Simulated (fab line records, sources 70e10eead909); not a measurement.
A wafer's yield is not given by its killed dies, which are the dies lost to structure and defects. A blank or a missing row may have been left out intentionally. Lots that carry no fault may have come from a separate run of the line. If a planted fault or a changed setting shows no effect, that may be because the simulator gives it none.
fab line records	flow nand-harc
record: lots: 5	wafers: 15	last-day: 26
route steps=1159 shown P_M1@297 END@1159
lots that met no fault: taken from a fault-free run of the same line
start-h: hours from the record's first day to the start of the lot's first wafer shown	wait-h: time in hours since the lot's previous step	" the same as in the row above	L1.1+2: one row covering several wafers at once	- no value, or no start was given	* or withheld: withheld	< > ~ a bound
route shown NAME@n: NAME is a module with steps in the file, n the number in the route of the first one	usual: mean/standard deviation of fault-free wafers	same: alike in all rows	chamber/n: place in a boat	sites: the reading at each site	_std_site: how widely they spread, as a standard deviation	_edge_site: outer sites' mean less inner sites'	radius-mm: for every site, how far away it sits from the centre of the wafer	mask NAME#n: copy n	behind: the tool/chamber that last shaped the wafer	hold: the reason the lot was held/the length of the hold in hours/how it ended	device: which transistor (n, p or np) failed to switch	end of line: tests of these same wafers at the route's end	step lacking rows: just its recipe	killed: not the wafer's yield, but the dies lost to structure and defects at the first sort	map: shows each die of a wafer: x if killed, . if not, _ if none is there
set.NAME: the setting that was run; set.NAME@STEP: the one run at that earlier step	model.NAME: the simulator's own value behind a step, which no gauge read
lots at some steps of the route; a table a step, a row a wafer
services: the hour from which a tool's chamber was out of use, counted from the record's first day as start-h (under 0 if before that day), plus the number of hours and why
== steps ==
step: NHARC_P_M1_INSPECT_11
usual: raw-defect-count: 3.7/2.3
lot.wafer	tool	chamber	start-h	wait-h	raw-defect-count
L377.1	defect-inspect-01	-	170.58	0.0	3
L377.2	"	-	"	"	2
L377.4	"	-	"	"	8
L378.1	defect-inspect-01	-	175.03	0.0	1
L378.5	"	-	"	"	3
L378.6	"	-	"	"	5
L389.4	defect-inspect-01	-	238.92	0.0	1
L389.5	"	-	"	"	2
L389.6	"	-	"	"	6
L392.1	defect-inspect-02	-	256.49	0.0	1
L392.3	"	-	"	"	1
L392.5	"	-	"	"	2
L391.1	defect-inspect-01	-	257.71	0.0	2
L391.4	"	-	"	"	1
L391.5	"	-	"	"	2
step: NHARC_P_M1_DESCUM_14
recipe: time-s: 3	o2-flow-sccm: 200	ar-flow-sccm: 0	bias-power-w: 0	chemistry: O2
usual: drypump-motor-current-A: 5.8/0.42	oes-product-au: 1.004/0.01	rf-vpp-V: 57.7/0.9	showerhead-plenum-p-Torr: 1.92/0.1	throttle-valve-pct: 11.311/0.009
lot.wafer	tool	chamber	start-h	wait-h	drypump-motor-current-A	oes-product-au	rf-hours-counter-h	rf-vpp-V	showerhead-plenum-p-Torr	throttle-valve-pct
L377.2	rie-diel-04	1	170.64	0.1	6.5	1.017	3	57.6	1.79	11.318
L377.4	"	2	"	"	5.8	0.997	3	59.6	1.82	11.305
L377.1	"	3	"	"	5.1	1.004	3	56.7	1.91	11.303
L378.1	rie-diel-04	3	175.12	0.1	5.1	1.001	3	58.1	1.91	11.300
L378.5	"	0	"	"	6.0	1.007	-	58.2	1.88	11.304
L378.6	"	1	"	"	6.5	1.018	-	59.0	1.79	11.293
L389.6	rie-diel-04	2	239.02	0.1	5.8	0.994	-	57.8	1.82	11.302
L389.4	"	0	"	"	6.0	1.001	-	58.2	1.88	11.309
L389.5	"	1	"	"	6.5	1.020	-	57.6	1.79	11.311
L392.1	rie-diel-08	3	256.56	0.1	5.6	0.996	2	56.1	1.80	11.304
L392.3	"	1	"	"	5.6	0.997	3	56.9	2.06	11.317
L392.5	"	3	"	"	5.6	0.994	-	57.6	1.80	11.310
L391.1	rie-diel-10	1	257.77	0.1	5.7	0.998	6	56.7	2.01	11.312
L391.4	"	3	"	"	6.2	1.001	6	57.5	1.79	11.307
L391.5	"	2	"	"	5.3	1.010	-	58.4	2.00	11.311
step: NHARC_P_M1_ETCH_35
recipe: target-depth-a: 400	overetch-a: 120	time-s: 43.94	ion-energy-ev: 200	n2-flow-sccm: 150	h2-flow-sccm: 150	ar-flow-sccm: 0	rf-w: 400	bias-w: 150	chemistry: N2/H2
step: NHARC_P_M1_ETCH_15
recipe: target-depth-a: 1825	time-s: 91.2	c4f8-flow-sccm: withheld	ar-flow-sccm: 400	rf-w: 600	bias-w: 300	chemistry: C4F8/Ar
step: NHARC_P_M1_CD_MEAS_16
usual: cd-nm: 129.9/0.81
lot.wafer	tool	chamber	start-h	wait-h	cd-nm
L377.1	cd-sem-02	-	170.95	-	129.5
L377.2	"	-	"	"	130.3
L377.4	"	-	"	"	130.5
L378.1	cd-sem-01	-	175.40	-	130.5
L378.5	"	-	"	"	129.5
L378.6	"	-	"	"	129.8
L389.4	cd-sem-03	-	239.34	-	130.8
L389.5	"	-	"	"	130.8
L389.6	"	-	"	"	130.4
L392.1	cd-sem-03	-	256.90	-	128.6
L392.3	"	-	"	"	127.5
L392.5	"	-	"	"	129.6
L391.1	cd-sem-01	-	258.08	-	129.2
L391.4	"	-	"	"	130.2
L391.5	"	-	"	"	130.1
step: NHARC_P_M1_STRIP_18
recipe: power-w: 1000	n2-flow-sccm: 150	h2-flow-sccm: 150	ar-flow-sccm: 0	bias-w: 0	chemistry: N2/H2
usual: drypump-motor-current-A: 5.8/0.41	oes-product-au: 1.004/0.0093	rf-vpp-V: 90.8/0.98	showerhead-plenum-p-Torr: 2.05/0.11	throttle-valve-pct: 14.173/0.0097
lot.wafer	tool	chamber	start-h	wait-h	drypump-motor-current-A	oes-product-au	rf-hours-counter-h	rf-vpp-V	showerhead-plenum-p-Torr	throttle-valve-pct
L377.4	rie-diel-10	0	171.02	0.1	6.2	1.005	13	92.2	2.17	14.177
L377.2	"	1	"	"	5.7	1.001	13	92.3	2.15	14.150
L377.1	"	3	"	"	6.2	1.005	15	89.8	1.90	14.187
L378.1	rie-diel-08	1	175.52	0.1	5.6	0.987	1	92.4	2.20	14.179
L378.6	"	3	"	"	5.6	0.999	-	91.1	1.91	14.174
L378.5	"	0	"	"	5.9	1.003	-	90.8	2.17	14.170
L389.4	rie-diel-10	1	239.41	0.1	5.7	1.011	4	90.4	2.15	14.175
L389.6	"	1	"	"	5.7	1.012	-	91.0	2.15	14.172
L389.5	"	2	"	"	5.3	1.013	-	90.7	2.14	14.175
L392.1	rie-diel-10	1	257.00	0.1	5.7	1.015	6	90.1	2.15	14.190
L392.3	"	2	"	"	5.3	1.012	6	91.9	2.14	14.187
L392.5	"	0	"	"	6.2	1.008	-	91.8	2.17	14.199
L391.4	rie-diel-04	3	258.15	0.1	5.1	1.005	8	90.3	2.04	14.168
L391.1	"	1	"	"	6.5	1.017	8	90.1	1.90	14.166
L391.5	"	3	"	"	5.1	1.009	-	91.3	2.04	14.172
step: NHARC_P_M1_ETCH_28
recipe: target-depth-a: 300	over-etch-frac: 0.3	time-s: 72.99	ion-energy-ev: 150	cf4-flow-sccm: 50	n2-flow-sccm: 100	ar-flow-sccm: 150	rf-w: 300	bias-w: 100	chemistry: CF4/N2
step: NHARC_P_M1_STRIP_19
recipe: time-s: 600	temp-c: 30	chemistry: post-etch-residue-remover
step: NHARC_P_M1_DEGAS_29
recipe: temp-c: 250	time-s: 60
step: NHARC_P_M1_PRE_CLEAN_30
recipe: time-s: 30	temp-c: 280	gas: H2/He
step: NHARC_P_M1_PVD_20
recipe: target-thk-a: 50	bias-v: 168.6	power-w: 15000	chamber-pressure-pa: 0.12	time-s: 8.06	substrate-temp-c: 50	material: TaN
usual: throttle-valve-pct: 29.4/1
lot.wafer	tool	chamber	start-h	wait-h	throttle-valve-pct
L377.1	pvd-sputter-01	-	-	-	29.6
L377.2	"	-	"	"	29.4
L377.4	"	-	"	"	29.7
L378.1	pvd-sputter-02	-	-	-	28.3
L378.6	"	-	"	"	28.6
L378.5	"	-	"	"	28.0
L389.4	pvd-sputter-03	-	-	-	28.9
L389.5	"	-	"	"	30.9
L389.6	"	-	"	"	28.8
L392.3	pvd-sputter-02	-	-	-	29.0
L392.1	"	-	"	"	29.7
L392.5	"	-	"	"	28.8
L391.1	pvd-sputter-02	-	-	-	28.1
L391.4	"	-	"	"	28.8
L391.5	"	-	"	"	29.0
step: NHARC_P_M1_PVD_21
recipe: target-thk-a: 300	chamber-pressure-pa: 5	power-w: 5000	substrate-temp-c: 30	time-s: 20.49	material: Cu
usual: throttle-valve-pct: 29.5/1
lot.wafer	tool	chamber	start-h	wait-h	throttle-valve-pct
L377.2	pvd-sputter-01	-	-	-	31.6
L377.1	"	-	"	"	29.6
L377.4	"	-	"	"	29.6
L378.1	pvd-sputter-02	-	-	-	28.2
L378.6	"	-	"	"	27.9
L378.5	"	-	"	"	28.1
L389.4	pvd-sputter-03	-	-	-	30.1
L389.6	"	-	"	"	28.6
L389.5	"	-	"	"	29.8
L392.3	pvd-sputter-02	-	-	-	28.2
L392.1	"	-	"	"	28.8
L392.5	"	-	"	"	29.8
L391.1	pvd-sputter-02	-	-	-	28.7
L391.4	"	-	"	"	28.6
L391.5	"	-	"	"	28.5
step: NHARC_P_M1_ECD_22
recipe: target-thk-a: 4000	bath-temp-c: 25	material: Cu
lot.wafer	tool	chamber	start-h	wait-h
L377.1+2+4	ecd-cu-01	0,1,0	172.02	-
L378.1+6+5	ecd-cu-01	1,0,1	176.52	-
L389.4+5+6	ecd-cu-01	0,1,0	240.56	-
L392.1+3+5	ecd-cu-02	0,0,1	258.03	-
L391.1+4+5	ecd-cu-02	1,0,0	259.22	-
step: NHARC_P_M1_ANNEAL_31
recipe: temp-c: 225	time-s: 90
usual: wafer_temp_C_max: 226.33/0.28
lot.wafer	tool	chamber	start-h	wait-h	wafer_temp_C_max
L377.1	rtp-anneal-02	0	172.40	-	226.36
L377.2	"	0	"	"	226.41
L377.4	"	0	"	"	226.28
L378.1	rtp-anneal-02	0	176.85	-	226.38
L378.5	"	0	"	"	226.41
L378.6	"	0	"	"	226.23
L389.4	rtp-anneal-02	0	240.95	-	226.89
L389.5	"	0	"	"	226.43
L389.6	"	0	"	"	226.23
L392.1	rtp-anneal-02	0	258.36	0.3	226.55
L392.3	"	0	"	"	226.81
L392.5	"	0	"	"	226.13
L391.1	rtp-anneal-02	0	259.74	0.5	226.01
L391.4	"	0	"	"	226.42
L391.5	"	0	"	"	226.24
step: NHARC_P_M1_CMP_23
recipe: t-overpolish-s: 20	target-thk-nm: 157.82
usual: motor-current-A: 12.0/1.4	time-to-endpoint-s: 28.6/2.7
lot.wafer	tool	chamber	start-h	wait-h	motor-current-A	time-to-endpoint-s
L377.2	cmp-02	1	172.78	-	11.4	30.2
L377.4	"	2	"	"	13.4	30.3
L377.1	"	3	"	"	10.7	26.7
L378.1	cmp-03	1	177.22	-	12.7	28.5
L378.6	"	0	"	"	12.0	24.2
L378.5	"	1	"	"	12.4	26.6
L389.4	cmp-03	2	241.17	-	13.0	12.6
L389.5	"	1	"	"	13.2	9.9
L389.6	"	2	"	"	13.5	28.7
L392.3	cmp-02	0	258.76	-	9.4	27.0
L392.1	"	1	"	"	11.9	31.7
L392.5	"	2	"	"	14.1	31.3
L391.4	cmp-04	3	260.09	-	13.8	28.1
L391.1	"	0	"	"	13.4	31.3
L391.5	"	0	"	"	14.4	32.5
step: NHARC_P_M1_THK_MEAS_24
recipe: thk-meas-gauge: xrf
usual: thk-nm: 157.7/1.5
lot.wafer	tool	chamber	start-h	wait-h	thk-nm
L377.1	film-metro-02	-	173.07	-	157.1
L377.2	"	-	"	"	158.5
L377.4	"	-	"	"	157.7
L378.1	film-metro-01	-	177.51	-	159.1
L378.5	"	-	"	"	159.1
L378.6	"	-	"	"	155.7
L389.4	film-metro-01	-	241.45	-	156.6
L389.5	"	-	"	"	157.2
L389.6	"	-	"	"	158.9
L392.1	film-metro-01	-	259.02	-	155.7
L392.3	"	-	"	"	156.4
L392.5	"	-	"	"	155.9
L391.1	film-metro-01	-	260.41	-	157.8
L391.4	"	-	"	"	157.3
L391.5	"	-	"	"	156.6
step: NHARC_END_SORT_01
recipe: temp-c: 25
usual: defect-limited-yield: 95.5/1.8	killed-at-array: 27/11	killed-at-other: 0.6/1	killed-at-periphery: 3.0/2.1	killed-dies: 31/12	killed-open: 3.2/1.7	killed-short: 1.7/1.4	sort_bin_2_pct: 1.4/0.68	sort_bin_3_pct: 0.25/0.2	sort_bin_4_pct: 2.9/1.2	sort-n-pass: 646/12	sort-rim-yield-pct: 95.7/2.8	sort-yield-pct: 95.5/1.8
same: gross-dies: 677	sort_bin_5_pct[%]: 0	sort_bin_6_pct[%]: 0	sort_bin_7_pct[%]: 0	sort_bin_8_pct[%]: 0	sort-rim-n-gross: 106.00
lot.wafer	tool	chamber	start-h	wait-h	defect-limited-yield[%]	killed-at-array	killed-at-other	killed-at-periphery	killed-dies	killed-open	killed-short	sort_bin_2_pct[%]	sort_bin_3_pct[%]	sort_bin_4_pct[%]	sort-n-pass	sort-rim-yield-pct[%]	sort-yield-pct[%]
L378.1	prober-02	0	489.22	2.5	96.6	21	0	2	23	1	1	0.7	0.59	2.1	654	95.3	96.6
L378.5	prober-02	0	492.36	3.6	96.6	21	0	2	23	1	1	1.2	0.30	1.9	654	97.2	96.6
L378.6	prober-02	0	493.15	3.9	96.5	20	0	4	24	3	1	0.7	0.30	2.5	653	95.3	96.5
L377.1	prober-02	0	504.62	2.5	96.3	23	0	2	25	1	1	1.2	0.15	2.4	652	98.1	96.3
L377.2	prober-02	0	505.40	2.8	96.8	20	0	2	22	2	1	1.3	0.15	1.8	655	97.2	96.8
L377.4	prober-02	0	506.97	3.3	94.7	31	0	5	36	4	5	0.9	0.15	4.3	641	93.4	94.7
killed by level:class
L378.1 A_CHANNEL_HOLE_D1:chamber-film-flake=13 A_STAIRCASE:chamber-film-flake=3 A_CONTACT:chamber-film-flake=3 A_CONTACT:geometric-particle:short=1 A_M0:geometric-particle:open=1 P_ZERO_WELL:chamber-film-flake=1 P_BONDPAD:chamber-film-flake=1
L378.5 A_CHANNEL_HOLE_D1:chamber-film-flake=12 A_STAIRCASE:chamber-film-flake=5 A_CONTACT:chamber-film-flake=2 A_CHANNEL_FILL_D1:geometric-particle:short=1 A_CONTACT:geometric-particle:open=1 P_STI:chamber-film-flake=1 P_BONDPAD:chamber-film-flake=1
L378.6 A_CHANNEL_HOLE_D1:chamber-film-flake=8 A_STAIRCASE:chamber-film-flake=4 A_CONTACT:chamber-film-flake=4 P_GATE:chamber-film-flake=3 P_CONTACT:geometric-particle:open=1 A_CHANNEL_HOLE_D1:geometric-particle:short=1 A_CHANNEL_FILL_D1:geometric-particle:open=1 A_CONTACT:geometric-particle:open=1
L377.1 A_SLIT:chamber-film-flake=11 A_CHANNEL_HOLE_D1:chamber-film-flake=6 A_STAIRCASE:chamber-film-flake=4 P_ZERO_WELL:chamber-film-flake=2 A_ONON_D1:geometric-particle:short=1 A_CONTACT:geometric-particle:open=1
L377.2 A_SLIT:chamber-film-flake=9 A_STAIRCASE:chamber-film-flake=3 P_ZERO_WELL:chamber-film-flake=2 A_CHANNEL_FILL_D1:chamber-film-flake=2 A_ONON_D1:geometric-particle:open=1 A_CHANNEL_HOLE_D1:geometric-particle:open=1 A_WL_FILL:geometric-particle:short=1 A_ZERO_WELL:chamber-film-flake=1
L377.4 A_SLIT:chamber-film-flake=16 P_ZERO_WELL:chamber-film-flake=3 A_WL_FILL:geometric-particle:short=3 A_CHANNEL_HOLE_D1:chamber-film-flake=3 A_M0:geometric-particle:open=2 P_M0:geometric-particle:open=1 A_CHANNEL_FILL_D1:geometric-particle:short=1 A_CONTACT:geometric-particle:open=1
== services ==
tool	chamber	start-h	hours	kind
rie-diel-04	0	148.56	4.5	repair
rie-diel-08	3	156.69	13.9	repair
cmp-03	-	156.70	4.0	pm
pvd-sputter-01	-	158.03	10.0	pm
rie-diel-04	0	161.23	3.2	repair
rie-diel-04	3	172.35	1.7	repair
pvd-sputter-03	-	173.10	4.6	repair
rie-diel-10	-	176.50	9.0	pm
rie-diel-08	3	177.34	15.2	repair
cmp-03	-	178.03	0.5	repair
rie-diel-04	1	189.69	10.0	repair
ecd-cu-02	-	190.57	8.0	pm
rie-diel-08	3	200.52	1.5	repair
cmp-03	-	201.07	2.7	repair
rie-diel-10	0	201.79	4.0	repair
rie-diel-10	1	206.42	9.1	repair
rie-diel-10	0	213.29	6.2	repair
pvd-sputter-02	-	214.00	10.0	pm
rie-diel-10	3	214.68	7.3	repair
pvd-sputter-01	-	222.21	9.6	repair
ecd-cu-01	-	226.35	1.9	repair
cmp-02	-	227.18	4.0	pm
rie-diel-04	3	234.87	9.8	repair
cmp-03	-	239.32	1.1	repair
== key ==
first-sign: step: NHARC_P_M1_CMP_23	reading: time-to-endpoint-s	direction: down	sigmas: 6.3	usual: *	struck: *
effect none on later readings
met-at NHARC_P_M1_ECD_22
struck-wafers L389.4,L389.5
onset-between 176.52 240.56
fault: kind: process-parameter-drift	tool: ecd-cu-01	chamber: -	onset-h: 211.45	steps: NHARC_P_M1_ECD_22	channel: target-thk-a	offset: *	shape: step	end-h: 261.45	scope: struck-wafers-only	acts-in: *	stated: *
